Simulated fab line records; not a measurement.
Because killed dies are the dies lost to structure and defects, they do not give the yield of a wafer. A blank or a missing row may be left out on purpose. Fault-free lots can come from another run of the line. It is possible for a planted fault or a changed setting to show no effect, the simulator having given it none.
fab line records	flow nand_harc
record lots=10	wafers=30	last_day=33
route steps=1302 shown A_CHANNEL_HOLE_D2@586
lots that met no fault: taken from a fault-free run of the same line
start_h: start of the lot's first displayed wafer, in hours after the record's first day	wait_h: hours since the lot's step before	" the same as in the row above	L1.1+2: a single row standing in for several wafers	- no value present, or no start provided	* or withheld: withheld	< > ~ a bound
route shown NAME@n: NAME is a module with steps in the file, n the number in the route of the first one	usual: average and standard deviation across the fault-free wafers	same: alike in all rows	chamber/n: place in a boat	sites: the reading at each site	_std_site: how widely they spread, as a standard deviation	_edge_site: mean of outer sites minus mean of inner sites	radius_mm: how far each site lies from the wafer's centre	mask NAME#n: copy n	behind: tool/chamber where the wafer was last shaped	hold: cause of the lot's hold/its duration in hours/its outcome	device: whichever transistor did not switch (one of n, p or np)	end of line: tests run on the same wafers once the route is complete	a step with no rows: only its recipe	killed: at the first sort, the dies lost to defects and structure; wafer yield is something else	map: the dies of a wafer, with x for killed, . for not killed, _ for no die there
set.NAME: the setting as run; set.NAME@STEP: as run at that earlier step	model.NAME: the simulator's own value behind a step, which no gauge read
the route's steps for a sample of lots (tables are steps, rows are wafers)
services: a tool's chamber out of use, with start hour (start_h, from the record's first day; less than 0 if before it), hours out, and reason
## steps
# step NHARC_A_CHANNEL_HOLE_D2_ETCH_38
# recipe target_depth_a=390	over_etch_frac=0.3	time_s=65	ion_energy_ev=80	cf4_flow_sccm=150	ar_flow_sccm=0	rf_w=300	bias_w=100	chemistry=CF4
# usual bias_w=100.06/0.26	cf4_flow_sccm=150.0/0.45	chamber_pressure_mTorr=50.00/0.046	drypump_motor_current_A=5.7/0.54	oes_product_au=1.004/0.011	rf_vpp_V=151.2/1.1	showerhead_plenum_p_Torr=1.77/0.066	throttle_valve_pct=13.283/0.011
lot.wafer	tool	chamber	start_h	wait_h	bias_w	cf4_flow_sccm	chamber_pressure_mTorr	drypump_motor_current_A	oes_product_au	rf_hours_counter_h	rf_vpp_V	showerhead_plenum_p_Torr	throttle_valve_pct
L563.1	rie_diel-05	0	322.25	0.1	100.07	149.8	49.95	6.4	1.004	3.5	152.9	1.85	13.289
L563.4	"	1	"	"	99.90	150.0	50.01	5.2	1.023	4.3	151.6	1.73	13.274
L563.5	"	3	"	"	99.95	150.1	50.03	6.1	1.017	-	148.5	1.67	13.293
L566.1	rie_diel-09	1	337.58	0.1	99.62	150.2	50.00	6.7	1.008	0.2	152.2	1.73	13.267
L566.5	"	2	"	"	100.35	150.0	49.93	5.7	1.001	-	150.5	1.74	13.270
L566.6	"	3	"	"	100.41	150.1	50.04	6.0	1.014	-	152.3	1.85	13.284
L567.3	rie_diel-05	0	370.89	0.1	99.96	149.3	49.99	6.5	0.989	6.7	152.2	1.85	13.278
L567.2	"	1	"	"	100.33	150.1	50.08	5.2	1.005	7.1	151.3	1.73	13.272
L567.6	"	0	"	"	99.80	149.8	49.99	6.5	0.990	-	153.1	1.85	13.281
L570.2	rie_diel-05	0	381.33	0.1	99.95	149.5	50.02	6.5	0.989	7.4	151.0	1.85	13.285
L570.6	"	0	"	"	99.94	149.7	50.04	6.5	0.983	-	152.5	1.85	13.286
L570.5	"	1	"	"	100.01	150.9	50.09	5.3	1.006	-	152.0	1.73	13.274
L572.1	rie_diel-05	0	394.51	0.1	99.98	150.0	50.08	6.5	0.995	8.5	151.4	1.85	13.270
L572.4	"	1	"	"	99.61	150.4	50.03	5.3	1.015	8.7	151.9	1.73	13.292
L572.3	"	3	"	"	100.39	150.3	50.01	6.1	1.019	9.1	149.2	1.66	13.296
L576.3	rie_diel-05	2	439.30	0.1	100.66	149.6	49.96	5.1	0.998	1.0	149.9	1.77	13.293
L576.4	"	0	"	"	100.22	149.8	50.05	6.5	1.013	1.0	152.3	1.85	13.281
L576.6	"	2	"	"	100.20	149.8	49.99	5.1	0.997	-	151.1	1.77	13.294
L575.2	rie_diel-10	3	440.09	0.1	99.81	150.1	49.96	5.1	1.001	0.0	151.5	1.79	13.298
L575.1	"	0	"	"	100.20	151.2	50.06	5.8	0.990	1.0	151.3	1.73	13.289
L575.4	"	1	"	"	99.75	149.8	50.01	5.9	1.004	1.0	151.9	1.76	13.290
L577.3	rie_diel-10	2	452.48	0.2	99.94	150.5	50.01	4.9	1.007	2.1	154.0	1.86	13.291
L577.1	"	3	"	"	99.87	149.0	50.01	5.1	0.995	0.7	151.7	1.79	13.284
L577.5	"	3	"	"	100.03	149.5	50.04	5.1	1.001	-	152.2	1.79	13.285
L583.4	rie_diel-09	1	516.99	0.1	100.58	150.5	50.00	6.7	0.990	0.2	150.7	1.73	13.282
L583.5	"	1	"	"	100.28	150.5	50.02	6.7	1.004	-	150.9	1.73	13.298
L583.6	"	2	"	"	99.66	150.1	50.00	5.8	1.003	-	150.3	1.74	13.275
L584.4	rie_diel-05	2	517.15	0.1	99.90	149.8	50.01	5.1	1.003	6.5	151.9	1.77	13.277
L584.2	"	3	"	"	99.93	150.3	50.02	6.0	1.024	7.6	149.8	1.66	13.282
L584.6	"	1	"	"	99.83	149.4	49.97	5.3	1.010	-	150.3	1.73	13.270
# step NHARC_A_CHANNEL_HOLE_D2_ETCH_23
# recipe bias_v=5000	source_w=withheld	pressure_mtorr=20	time_s=819	ar_flow_sccm=375	c4f8_flow_sccm=89.3	o2_flow_sccm=35.7	temp_c=-20	target_depth_a=16000	chemistry=C4F8/O2/Ar
# usual c4f8_flow_sccm=89.33/0.25	chamber_pressure_mTorr=20.000/0.019	drypump_motor_current_A=5.9/0.61	he_backside_leak_sccm=5.7/0.58	oes_air_line_au=0.999/0.02	showerhead_plenum_p_Torr=3.74/0.16	throttle_valve_pct=32.155/0.0088
lot.wafer	tool	chamber	start_h	wait_h	c4f8_flow_sccm	chamber_pressure_mTorr	drypump_motor_current_A	he_backside_leak_sccm	oes_air_line_au	rf_hours_counter_h	showerhead_plenum_p_Torr	throttle_valve_pct
L563.1	har_etch-02	0	327.27	0.5	89.54	20.023	5.9	6.2	0.996	383	3.62	32.151
L563.4	"	0	"	"	89.31	20.012	5.9	6.1	0.983	-	3.62	32.160
L563.5	"	1	"	"	89.42	20.021	6.8	6.8	1.020	-	3.93	32.157
L566.1	har_etch-02	1	342.31	0.5	89.31	19.996	6.8	7.5	1.004	379	3.92	32.150
L566.6	"	0	"	"	89.40	19.992	5.9	6.3	0.994	-	3.62	32.157
L566.5	"	1	"	"	89.56	19.966	6.8	7.4	0.984	-	3.92	32.162
L567.2	har_etch-02	0	373.41	0.5	89.67	19.979	5.9	6.5	0.994	413	3.61	32.137
L567.3	"	1	"	"	88.90	19.989	6.8	7.8	0.971	-	3.91	32.148
L567.6	"	0	"	"	89.58	20.017	5.9	6.2	1.011	-	3.61	32.154
L570.2	har_etch-01	0	389.32	0.5	89.65	20.002	5.4	5.7	0.990	208	3.53	32.154
L570.6	"	1	"	"	88.90	19.975	5.3	6.0	0.982	-	3.66	32.155
L570.5	"	0	"	"	89.48	20.030	5.4	5.4	0.944	-	3.53	32.149
L572.1	har_etch-02	0	399.72	0.5	89.82	20.028	5.9	5.3	1.007	5	3.93	32.162
L572.4	"	1	"	"	89.04	20.036	6.8	5.7	1.012	-	3.90	32.160
L572.3	"	0	"	"	89.22	19.980	5.9	5.1	0.990	-	3.93	32.141
L576.3	har_etch-02	1	445.22	0.5	-	-	-	-	-	-	-	-
L576.4	"	0	"	"	-	-	-	-	-	-	-	-
L576.6	"	1	"	"	-	-	-	-	-	-	-	-
L575.2	har_etch-01	1	446.06	0.5	-	-	-	-	-	-	-	-
L575.1	"	0	"	"	-	-	-	-	-	-	-	-
L575.4	"	1	"	"	-	-	-	-	-	-	-	-
L577.1	har_etch-01	0	455.45	0.5	89.10	19.978	5.4	5.4	1.000	253	3.51	32.159
L577.3	"	0	"	"	89.13	20.006	5.4	5.6	1.024	-	3.50	32.158
L577.5	"	0	"	"	89.02	20.010	5.4	5.6	1.018	-	3.50	32.160
L583.4	har_etch-01	0	519.76	0.5	89.59	19.974	5.4	5.7	1.017	-	3.49	32.143
L583.6	"	0	"	"	89.60	20.010	5.4	5.7	1.007	-	3.49	32.154
L583.5	"	1	"	"	89.00	19.984	5.3	6.1	1.027	-	3.62	32.158
L584.2	har_etch-02	0	519.80	0.5	89.13	20.017	5.9	5.5	0.978	74	3.89	32.143
L584.4	"	1	"	"	89.40	19.997	6.8	5.7	0.999	-	3.87	32.148
L584.6	"	1	"	"	89.33	20.005	6.8	5.7	1.011	-	3.87	32.145
# step NHARC_A_CHANNEL_HOLE_D2_ETCH_25
# recipe bias_v=5000	source_w=withheld	pressure_mtorr=20	time_s=1040.2	ar_flow_sccm=375	c4f8_flow_sccm=93.8	o2_flow_sccm=31.2	temp_c=-20	target_depth_a=15000	chemistry=C4F8/O2/Ar
# usual c4f8_flow_sccm=93.82/0.27	chamber_pressure_mTorr=20.000/0.02	drypump_motor_current_A=5.9/0.62	he_backside_leak_sccm=5.8/0.57	oes_air_line_au=0.999/0.023	showerhead_plenum_p_Torr=3.73/0.16	throttle_valve_pct=32.234/0.0091
lot.wafer	tool	chamber	start_h	wait_h	c4f8_flow_sccm	chamber_pressure_mTorr	drypump_motor_current_A	he_backside_leak_sccm	oes_air_line_au	rf_hours_counter_h	showerhead_plenum_p_Torr	throttle_valve_pct
L563.1	har_etch-02	0	328.77	0.7	93.49	20.013	5.9	6.2	1.023	384	3.62	32.230
L563.4	"	0	"	"	93.68	20.011	5.9	6.0	1.009	-	3.62	32.239
L563.5	"	1	"	"	94.22	20.039	6.9	7.6	0.968	-	3.92	32.250
L566.1	har_etch-02	1	343.80	0.7	93.85	19.983	6.8	7.1	1.036	380	3.91	32.240
L566.6	"	0	"	"	93.81	20.044	5.9	6.3	0.968	-	3.61	32.240
L566.5	"	1	"	"	93.70	20.001	6.8	6.7	1.008	-	3.91	32.230
L567.2	har_etch-02	0	374.89	0.7	94.00	20.040	5.9	6.1	0.966	415	3.60	32.243
L567.3	"	1	"	"	93.37	19.973	6.8	6.9	0.963	-	3.90	32.246
L567.6	"	0	"	"	94.24	20.014	5.9	6.0	0.998	-	3.60	32.244
L570.2	har_etch-01	0	390.82	0.7	93.81	20.007	5.4	5.4	1.007	209	3.52	32.241
L570.6	"	1	"	"	93.53	20.002	5.3	6.1	0.989	-	3.66	32.240
L570.5	"	0	"	"	93.81	20.039	5.4	5.5	0.993	-	3.52	32.234
L572.1	har_etch-02	0	401.20	0.6	93.70	19.992	5.9	5.1	1.026	7	3.92	32.232
L572.4	"	1	"	"	93.35	20.031	6.8	6.2	1.004	-	3.90	32.227
L572.3	"	0	"	"	94.14	19.994	5.9	4.9	1.062	-	3.92	32.225
L576.3	har_etch-02	1	446.74	0.7	93.59	20.047	6.8	6.0	1.007	-	3.88	32.235
L576.4	"	0	"	"	93.36	20.027	5.9	5.2	0.962	-	3.91	32.225
L576.6	"	1	"	"	93.81	20.002	6.8	5.9	1.004	-	3.88	32.243
L575.2	har_etch-01	1	447.52	0.6	94.05	20.009	5.3	6.1	0.996	247	3.64	32.239
L575.1	"	0	"	"	94.42	19.986	5.3	5.8	1.017	247	3.50	32.231
L575.4	"	1	"	"	93.78	20.033	5.3	5.8	0.996	-	3.64	32.211
L577.1	har_etch-01	0	456.90	0.6	93.62	20.005	5.4	5.6	0.981	255	3.50	32.242
L577.3	"	0	"	"	93.71	20.032	5.4	5.6	0.986	-	3.50	32.243
L577.5	"	0	"	"	93.89	20.012	5.4	5.6	0.994	-	3.50	32.228
L583.4	har_etch-01	0	521.29	0.7	93.87	19.977	5.4	5.4	0.993	-	3.48	32.241
L583.6	"	0	"	"	93.64	19.944	5.3	5.5	1.010	-	3.48	32.240
L583.5	"	1	"	"	94.15	20.014	5.3	6.0	1.006	-	3.62	32.234
L584.2	har_etch-02	0	521.30	0.7	93.90	20.022	5.9	5.2	1.021	76	3.88	32.237
L584.4	"	1	"	"	94.04	19.973	6.8	6.2	0.998	-	3.86	32.240
L584.6	"	1	"	"	94.49	20.000	6.9	6.0	0.954	-	3.86	32.233
# step NHARC_A_CHANNEL_HOLE_D2_ETCH_44
# recipe target_depth_a=1400	overetch_a=140	time_s=77	ion_energy_ev=100	cf4_flow_sccm=80	o2_flow_sccm=20	ar_flow_sccm=0	rf_w=300	bias_w=100	chemistry=CF4/O2
# usual bias_w=100.0/0.31	cf4_flow_sccm=80.04/0.26	chamber_pressure_mTorr=30.000/0.027	drypump_motor_current_A=5.8/0.5	oes_product_au=1.001/0.011	rf_vpp_V=198.0/1.2	showerhead_plenum_p_Torr=1.34/0.052	throttle_valve_pct=13.399/0.0099
lot.wafer	tool	chamber	start_h	wait_h	bias_w	cf4_flow_sccm	chamber_pressure_mTorr	drypump_motor_current_A	oes_product_au	rf_hours_counter_h	rf_vpp_V	showerhead_plenum_p_Torr	throttle_valve_pct
L563.4	rie_diel-09	2	330.46	0.1	99.6	79.99	29.971	5.7	0.982	0.0	196.9	1.31	13.404
L563.1	"	3	"	"	100.0	80.37	29.951	5.9	0.998	0.0	200.3	1.40	13.408
L563.5	"	2	"	"	100.3	80.04	30.000	5.7	0.975	-	198.4	1.31	13.403
L566.1	rie_diel-10	0	345.49	0.1	100.3	80.54	29.964	5.8	0.999	5.5	198.7	1.31	13.406
L566.5	"	3	"	"	100.2	80.51	29.977	5.1	1.006	-	198.8	1.35	13.378
L566.6	"	0	"	"	100.5	80.23	29.987	5.8	0.990	-	198.0	1.31	13.386
L567.3	rie_diel-10	3	376.77	0.1	99.7	80.13	29.968	5.1	1.012	7.4	197.2	1.35	13.404
L567.2	"	0	"	"	100.4	80.36	30.000	5.8	0.992	7.0	199.2	1.31	13.399
L567.6	"	0	"	"	100.1	79.97	30.031	5.8	0.993	-	197.3	1.31	13.410
L570.2	rie_diel-09	0	392.52	0.1	99.8	80.05	29.993	5.7	0.988	3.6	198.2	1.41	13.396
L570.6	"	3	"	"	99.9	79.97	30.047	6.0	0.997	-	199.7	1.40	13.402
L570.5	"	0	"	"	99.9	80.13	29.995	5.7	0.989	-	199.2	1.41	13.413
L572.4	rie_diel-05	3	402.89	0.1	99.9	80.10	30.030	6.1	1.023	9.8	195.0	1.25	13.384
L572.3	"	0	"	"	100.1	79.68	29.973	6.5	0.995	9.0	198.3	1.40	13.386
L572.1	"	1	"	"	99.9	79.77	29.990	5.3	1.010	9.1	198.1	1.30	13.407
L576.4	rie_diel-05	3	448.26	0.0	100.1	80.07	30.024	6.1	1.013	2.4	195.3	1.25	13.423
L576.3	"	1	"	"	100.0	80.03	30.008	5.2	1.013	1.6	197.5	1.30	13.409
L576.6	"	0	"	"	99.9	79.79	30.031	6.5	0.997	-	200.9	1.40	13.395
L575.1	rie_diel-09	1	449.34	0.1	100.1	80.19	29.978	6.6	1.002	8.9	197.2	1.30	13.396
L575.4	"	2	"	"	99.6	80.44	30.030	5.8	0.983	8.5	196.8	1.31	13.413
L575.2	"	3	"	"	100.2	79.90	30.024	6.0	1.007	5.8	198.4	1.40	13.422
L577.3	rie_diel-09	1	458.74	0.1	100.3	79.48	29.977	6.7	0.996	9.3	196.4	1.30	13.385
L577.1	"	2	"	"	100.3	79.42	29.923	5.8	0.977	8.9	196.7	1.31	13.389
L577.5	"	0	"	"	99.9	79.79	30.002	5.7	0.985	-	198.8	1.41	13.406
L583.4	rie_diel-05	0	522.84	0.1	100.6	79.94	29.988	6.5	1.015	7.2	199.1	1.40	13.411
L583.6	"	2	"	"	99.9	80.08	30.024	5.1	0.996	-	198.9	1.33	13.398
L583.5	"	3	"	"	99.4	80.25	29.970	6.0	1.012	-	197.2	1.25	13.388
L584.4	rie_diel-09	3	522.98	0.1	99.9	79.62	29.982	6.0	1.008	0.7	199.3	1.40	13.382
L584.2	"	0	"	"	100.0	79.61	30.005	5.7	0.994	0.6	199.5	1.41	13.389
L584.6	"	0	"	"	99.9	79.88	30.002	5.7	0.994	-	198.4	1.41	13.396
# step NHARC_A_CHANNEL_HOLE_D2_CD_MEAS_31
# usual cd_nm=90.1/1.5
lot.wafer	tool	chamber	start_h	wait_h	hold	cd_nm
L563.1	cd_sem-03	-	331.25	-	-	90.0
L563.4	"	-	"	"	-	91.0
L563.5	"	-	"	"	-	90.1
L566.1	cd_sem-02	-	346.28	-	-	91.5
L566.5	"	-	"	"	-	92.0
L566.6	"	-	"	"	-	90.1
L567.2	cd_sem-02	-	377.66	-	-	88.4
L567.3	"	-	"	"	-	91.0
L567.6	"	-	"	"	-	88.4
L570.2	cd_sem-01	-	393.32	-	-	92.6
L570.5	"	-	"	"	-	91.1
L570.6	"	-	"	"	-	92.6
L572.1	cd_sem-01	-	403.68	-	-	89.7
L572.3	"	-	"	"	-	89.4
L572.4	"	-	"	"	-	91.0
L576.3	cd_sem-02	-	449.07	-	await_dispo/0.2h/release	0.6
L576.4	"	-	"	"	await_dispo/0.2h/release	0.3
L576.6	"	-	"	"	await_dispo/0.2h/release	0.6
L576.3	cd_sem-02	-	449.25	0.2	-	0.6
L576.4	"	-	"	"	-	0.4
L576.6	"	-	"	"	-	0.5
L575.1	cd_sem-01	-	450.14	-	await_dispo/0.2h/release	0.4
L575.2	"	-	"	"	await_dispo/0.2h/release	1.5
L575.4	"	-	"	"	await_dispo/0.2h/release	-0.2
L575.1	cd_sem-01	-	450.32	0.2	-	0.4
L575.2	"	-	"	"	-	1.0
L575.4	"	-	"	"	-	-0.3
L577.1	cd_sem-01	-	459.52	-	-	92.0
L577.3	"	-	"	"	-	89.7
L577.5	"	-	"	"	-	91.5
L583.4	cd_sem-02	-	523.63	-	-	90.8
L583.5	"	-	"	"	-	91.4
L583.6	"	-	"	"	-	91.5
L584.2	cd_sem-02	-	523.77	-	-	88.5
L584.4	"	-	"	"	-	91.4
L584.6	"	-	"	"	-	88.9
## services
tool	chamber	start_h	hours	kind
rie_diel-05	-	310.93	1.6	repair
rie_diel-09	-	320.10	9.0	pm
rie_diel-05	3	327.42	6.9	repair
rie_diel-05	0	336.10	-	clean
rie_diel-05	1	336.10	-	clean
rie_diel-05	2	336.10	-	clean
rie_diel-05	3	336.10	-	clean
rie_diel-10	1	348.58	1.7	repair
rie_diel-05	0	360.60	-	clean
rie_diel-10	1	374.87	7.8	repair
har_etch-02	-	377.00	17.0	pm
har_etch-02	0	377.00	17.0	vent_cycle
har_etch-02	1	377.00	17.0	vent_cycle
har_etch-02	0	394.00	-	clean
har_etch-02	0	394.00	-	consumable_replace:focus_ring
har_etch-02	0	394.00	-	consumable_replace:showerhead
har_etch-02	1	394.00	-	clean
har_etch-02	1	394.00	-	consumable_replace:focus_ring
rie_diel-05	-	406.60	9.0	pm
rie_diel-09	3	408.66	6.2	repair
rie_diel-10	-	419.50	9.0	pm
rie_diel-10	3	431.38	8.0	repair
rie_diel-10	3	478.23	5.2	repair
rie_diel-09	-	497.74	9.0	pm
## key
first_sign step=NHARC_A_CHANNEL_HOLE_D2_ETCH_23	reading=tool_record	direction=missing
effect step=NHARC_A_CHANNEL_HOLE_D2_CD_MEAS_31	reading=visit	direction=added
effect step=NHARC_A_CHANNEL_HOLE_D2_CD_MEAS_31	reading=cd_nm	direction=down	sigmas=60	usual=90.1	struck=0.5
met_at NHARC_A_CHANNEL_HOLE_D2_ETCH_23
struck_lots L575,L576
scrapped_behind NHARC_A_CHANNEL_HOLE_D2_CD_MEAS_31 L575.1,L575.2,L575.4,L576.3,L576.4,L576.6
not_acting_at NHARC_A_CHANNEL_HOLE_D2_ETCH_38,NHARC_A_CHANNEL_HOLE_D2_ETCH_25,NHARC_A_CHANNEL_HOLE_D2_ETCH_44
onset_between 399.72 445.22
fault kind=skipped_step_whole	tool=har_etch-01,har_etch-02	chamber=-	onset_h=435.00	steps=NHARC_A_CHANNEL_HOLE_D2_ETCH_23	scope=struck_lots_only
